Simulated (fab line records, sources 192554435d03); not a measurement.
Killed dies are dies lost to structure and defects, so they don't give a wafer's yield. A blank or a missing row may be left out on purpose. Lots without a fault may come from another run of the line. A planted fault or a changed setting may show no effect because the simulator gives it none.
Which tool did it? | flow n5_finfet | 9 lots, 27 wafers sampled, at 6 steps of a route of 1938

WHAT THE GAUGES READ, wafer by wafer
N5_BEOL_M4_RC_MEAS_101.
lot  | measured     | on        | DIBL_N (mV/V)  | DIBL_P (mV/V)  | IOFF_N (nA/um) | IOFF_P (nA/um) | ION_N (uA/um) | ION_P (uA/um) | SS_N (mV/dec)  | SS_P (mV/dec)  | VT_N (mV)   | VT_P (mV)
L694 | day 7 15:56  | prober-01 | 40.9 39.8 36.5 | 41.0 39.5 35.0 | 0.27 0.23 0.16 | 0.32 0.29 0.23 | 695 695 669   | 472 474 465   | 72.0 72.1 71.2 | 74.4 74.1 72.4 | 240 245 252 | -242.9 -243.5 -247.3
L699 | day 10 02:00 | prober-02 | 32.7 34.2 35.7 | 32.6 34.1 37.3 | 0.10 0.12 0.15 | 0.14 0.16 0.20 | 643 663 692   | 446 453 471   | 70.0 71.5 71.5 | 71.9 72.7 73.3 | 259 255 248 | -257.7 -254.1 -249.6
L709 | day 12 00:50 | prober-02 | 37.1 34.1 35.4 | 38.8 35.2 36.9 | 0.18 0.12 0.13 | 0.21 0.16 0.17 | 677 658 653   | 459 452 448   | 71.9 70.2 71.9 | 73.7 72.8 72.6 | 249 256 256 | -252.9 -257.1 -255.8
L710 | day 12 11:57 | prober-01 | 35.5 32.1 34.3 | 34.3 31.1 32.7 | 0.13 0.09 0.11 | 0.18 0.13 0.15 | 662 640 664   | 454 441 460   | 70.9 70.4 70.6 | 72.9 72.0 72.1 | 255 259 256 | -251.6 -256.4 -255.7
L711 | day 12 16:12 | prober-02 | 35.5 34.0 36.1 | 37.7 35.7 37.6 | 0.18 0.14 0.17 | 0.22 0.19 0.23 | 683 682 680   | 467 469 457   | 70.6 71.1 71.8 | 73.8 72.9 73.7 | 247 251 247 | -248.6 -251.5 -248.3
L716 | day 14 07:43 | prober-02 | 37.5 37.7 36.6 | 39.3 39.7 38.0 | 0.18 0.18 0.16 | 0.24 0.25 0.23 | 691 680 685   | 475 471 474   | 71.0 72.0 71.1 | 73.8 74.1 73.4 | 246 247 246 | -246.5 -247.2 -248.1
L717 | day 14 06:26 | prober-01 | 37.2 37.9 39.3 | 37.1 36.6 38.0 | 0.16 0.16 0.20 | 0.21 0.21 0.25 | 673 681 687   | 457 461 464   | 71.4 72.1 72.2 | 73.4 74.0 73.7 | 250 250 247 | -252.4 -252.9 -246.7

WHICH TOOL RAN EACH LOT (tool, then ch and the chambers of the sampled wafers, then the start)
lot  | N5_ZERO_LAYER_ETCH_17             | N5_ZERO_LAYER_STRIP_24              | N5_WELL_APT_RTA_34              | N5_FIN_SAQP_HM_DEP_72          | N5_FIN_SAQP_SPACER1_ETCHBACK_25
L694 | rie_diel-03 ch 0,1,3, day 1 12:43 | plasma_asher-02 ch 0,1, day 1 12:54 | rtp_anneal-01 ch 0, day 1 15:35 | pecvd-04 ch 1,2, day 1 23:22   | rie_diel-06 ch 1,2,3, day 2 01:43
L699 | rie_diel-02 ch 0,1,3, day 2 18:52 | plasma_asher-02 ch 0,1, day 2 19:02 | rtp_anneal-01 ch 0, day 2 22:29 | pecvd-03 ch 0,1, day 3 03:57   | rie_diel-01 ch 1,2,3, day 3 06:28
L700 | rie_diel-04 ch 0,1, day 3 00:55   | plasma_asher-01 ch 0,1, day 3 01:05 | -                               | -                              | -
L701 | rie_diel-02 ch 1,2,3, day 3 06:43 | plasma_asher-01 ch 0,1, day 3 06:55 | -                               | -                              | -
L709 | rie_diel-03 ch 0,3, day 5 06:50   | plasma_asher-01 ch 0,1, day 5 07:03 | rtp_anneal-02 ch 0, day 5 10:09 | pecvd-02 ch 0,1,2, day 5 15:36 | rie_diel-01 ch 0,3, day 5 18:01
L710 | rie_diel-04 ch 0,1,2, day 5 12:52 | plasma_asher-01 ch 0, day 5 13:02   | rtp_anneal-02 ch 0, day 5 15:49 | pecvd-04 ch 0,1,2, day 5 21:23 | rie_diel-06 ch 0,2,3, day 6 00:22
L711 | rie_diel-03 ch 1,2,3, day 5 18:44 | plasma_asher-02 ch 0,1, day 5 18:56 | rtp_anneal-01 ch 0, day 5 21:56 | pecvd-03 ch 0,1,2, day 6 03:13 | rie_diel-01 ch 2,3, day 6 05:35
L716 | rie_diel-02 ch 0,1,2, day 7 00:43 | plasma_asher-02 ch 0,1, day 7 00:53 | rtp_anneal-02 ch 0, day 7 03:58 | pecvd-03 ch 0,2, day 7 09:59   | rie_diel-06 ch 0,1,3, day 7 12:58
L717 | rie_diel-02 ch 2,3, day 7 06:43   | plasma_asher-02 ch 0,1, day 7 06:53 | rtp_anneal-01 ch 0, day 7 10:49 | pecvd-03 ch 0,1,2, day 7 15:53 | rie_diel-06 ch 0,1,3, day 7 18:46
- N5_ZERO_LAYER_ETCH_17: etches SiO2 in CF4, target depth 12 nm, time 13.3 s.
- N5_ZERO_LAYER_STRIP_24: strips in O2.
- N5_WELL_APT_RTA_34: time 10 s.
- N5_FIN_SAQP_HM_DEP_72: deposits SiO2 from SiH4/N2O, target thk 12 nm, time 7.2 s.
- N5_FIN_SAQP_SPACER1_ETCHBACK_25: etches SiO2 in CHF3/O2, target depth 24.4 nm, time 12.2 s.

WHAT THE TOOLS THEMSELVES READ (means of the sampled wafers that have a number; where no wafer has one, the mark that the record gives instead)
N5_ZERO_LAYER_ETCH_17.
lot  | tool        | bias_w (W) | cf4_flow_sccm (sccm) | drypump_motor_current_A (A) | oes_product_au (a.u.) | rf_vpp_V (V) | showerhead_plenum_p_Torr (Torr) | throttle_valve_pct (%)
L694 | rie_diel-03 | 214.9      | 100.2                | 5.7                         | 0.85                  | 950          | 2.17                            | 15.43
L699 | rie_diel-02 | 214.9      | 99.9                 | 5.7                         | 0.72                  | 948          | 2.12                            | 15.78
L700 | rie_diel-04 | -          | -                    | -                           | -                     | -            | -                               | -
L701 | rie_diel-02 | -          | -                    | -                           | -                     | -            | -                               | -
L709 | rie_diel-03 | 215.5      | 100.0                | 5.8                         | 0.83                  | 948          | 2.14                            | 15.44
L710 | rie_diel-04 | 215.0      | 100.0                | 5.5                         | 0.72                  | 948          | 2.13                            | 15.72
L711 | rie_diel-03 | 215.1      | 100.5                | 5.7                         | 0.77                  | 949          | 2.14                            | 15.60
L716 | rie_diel-02 | 215.2      | 100.2                | 5.9                         | 0.70                  | 950          | 2.15                            | 15.77
L717 | rie_diel-02 | 215.4      | 99.8                 | 5.2                         | 0.76                  | 944          | 2.09                            | 15.97

N5_ZERO_LAYER_STRIP_24.
lot  | tool            | drypump_motor_current_A (A) | heater_power_w (W) | oes_product_au (a.u.) | strip_time_to_endpoint_s (s)
L694 | plasma_asher-02 | 5.64                        | 325                | 0.650                 | 43.94
L699 | plasma_asher-02 | 5.49                        | 338                | 0.651                 | 43.95
L700 | plasma_asher-01 | 5.53                        | 343                | 0.646                 | 44.28
L701 | plasma_asher-01 | 5.71                        | 320                | 0.649                 | 44.21
L709 | plasma_asher-01 | 5.53                        | 342                | 0.648                 | 43.86
L710 | plasma_asher-01 | 5.35                        | 349                | 0.648                 | 43.93
L711 | plasma_asher-02 | 5.47                        | 337                | 0.644                 | 43.91
L716 | plasma_asher-02 | 5.50                        | 333                | 0.641                 | 43.85
L717 | plasma_asher-02 | 5.49                        | 335                | 0.641                 | 43.84

N5_WELL_APT_RTA_34.
lot  | tool          | lamp_power_pct (%) | lamp_zone_7_pct (%) | wafer_temp_C_max
L694 | rtp_anneal-01 | 12.99              | 13.426              | 1002.5
L699 | rtp_anneal-01 | 12.95              | 13.408              | 1004.3
L709 | rtp_anneal-02 | 13.05              | 13.408              | 1004.4
L710 | rtp_anneal-02 | 13.00              | 13.401              | 1002.7
L711 | rtp_anneal-01 | 13.04              | 13.435              | 1003.4
L716 | rtp_anneal-02 | 13.05              | 13.433              | 1003.4
L717 | rtp_anneal-01 | 12.95              | 13.456              | 1003.0

N5_FIN_SAQP_HM_DEP_72.
lot  | tool     | heater_power_w (W) | showerhead_plenum_p_Torr (Torr)
L694 | pecvd-04 | 969                | 8.13
L699 | pecvd-03 | 847                | 8.15
L709 | pecvd-02 | 749                | 8.16
L710 | pecvd-04 | 894                | 8.17
L711 | pecvd-03 | 839                | 8.11
L716 | pecvd-03 | 781                | 8.09
L717 | pecvd-03 | 761                | 8.11

N5_FIN_SAQP_SPACER1_ETCHBACK_25.
lot  | tool        | drypump_motor_current_A (A) | oes_product_au (a.u.) | rf_vpp_V (V) | showerhead_plenum_p_Torr (Torr) | throttle_valve_pct (%)
L694 | rie_diel-06 | 5.6                         | 0.75                  | 523          | 2.33                            | 19.05
L699 | rie_diel-01 | 5.6                         | 0.81                  | 527          | 2.42                            | 18.71
L709 | rie_diel-01 | 5.0                         | 0.78                  | 533          | 2.35                            | 18.91
L710 | rie_diel-06 | 5.9                         | 0.73                  | 525          | 2.35                            | 19.00
L711 | rie_diel-01 | 5.6                         | 0.75                  | 530          | 2.40                            | 18.83
L716 | rie_diel-06 | 5.3                         | 0.75                  | 523          | 2.36                            | 19.14
L717 | rie_diel-06 | 5.3                         | 0.74                  | 524          | 2.36                            | 19.17

THE ANSWER, worked out from the rows above alone
Rule: what is usual is taken from the lots themselves. Put in order of their means at a reading, lots are off if they are a third of the lots or fewer, leave a main group of 4 or more, and stand apart from it by a gap of 3 or more times the standard deviation of the main group's means; of several such gaps the widest counts. A main group whose means are all the same, to the digits that the tables above print for the reading, isn't used. A lot without any number at a reading at which 4 lots or more have one is off too. The other lots that the step has rows for count as sound. The gauges are gone through in route order, then the tools' own readings, and for those a lot's mean is taken as printed above. The first step at which some lot is off is used, and at that step the reading that is off furthest; a lot without a number counts as furthest.
Off: L700, L701, at N5_ZERO_LAYER_ETCH_17 (bias_w). Without a number there: L700, L701. The main group: mean 215.1 W, standard deviation 0.22.
A tool fits if, at that step or a process step before it, it ran every lot that is off, and no sound lot after the first of them. None of those tried fits.

WHAT THE SIMULATOR HAD PUT IN
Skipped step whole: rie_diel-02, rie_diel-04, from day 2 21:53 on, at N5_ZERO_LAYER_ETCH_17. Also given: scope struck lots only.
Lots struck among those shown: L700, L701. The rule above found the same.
